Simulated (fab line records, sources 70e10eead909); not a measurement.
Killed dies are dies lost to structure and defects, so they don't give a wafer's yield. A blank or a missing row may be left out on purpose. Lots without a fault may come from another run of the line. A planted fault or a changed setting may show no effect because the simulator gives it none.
Chamber matching | flow nand_harc | NHARC_P_M2_DESCUM_14 on rie_diel-07: 4 sister chambers
The step chemistry O2, time 3 s. 7 wafers are shown with their chamber, then 7 later ones without.

WAFERS WITH THEIR CHAMBER
wafer  | chamber | showerhead_plenum_p_Torr (Torr) | drypump_motor_current_A (A)
L080.1 | 2       | 2.03                            | 5.0
L080.5 | 1       | 1.83                            | 6.3
L083.2 | 0       | 1.80                            | 5.3
L083.4 | 1       | 1.83                            | 6.3
L083.5 | 3       | 1.84                            | 6.5
L089.1 | 2       | 2.02                            | 5.1
L089.3 | 3       | 1.84                            | 6.5

WAFERS WITHOUT THEIR CHAMBER
wafer  | showerhead_plenum_p_Torr (Torr) | drypump_motor_current_A (A)
L089.6 | 2.02                            | 5.0
L094.1 | 1.83                            | 6.3
L094.3 | 2.02                            | 5.0
L094.4 | 1.80                            | 5.2
L097.1 | 1.83                            | 6.3
L097.2 | 1.80                            | 5.2
L097.5 | 1.80                            | 5.2

WHICH CHAMBER EACH WENT THROUGH
wafer  | from the rows above | in truth
L089.6 | 2                   | 2
L094.1 | 1                   | 1
L094.3 | 2                   | 2
L094.4 | 0                   | 0
L097.1 | 1                   | 1
L097.2 | 0                   | 0
L097.5 | 0                   | 0
Placed correctly: 7 of 7. Can't be placed from these rows: 0. Placed wrongly: 0.
How it was worked out, from the rows above alone: a wafer's distance from a chamber is the root of the sum, over the readings, of the square of ((its reading less the chamber's mean) divided by the reading's scatter). The wafer belongs to the nearest chamber; if the next one is less than 2 further off, it can't be placed. A chamber's mean is the mean of its shown wafers. The scatter: the root of (the sum of the squares of (reading less its chamber's mean) over the shown wafers, divided by (wafers less chambers)).
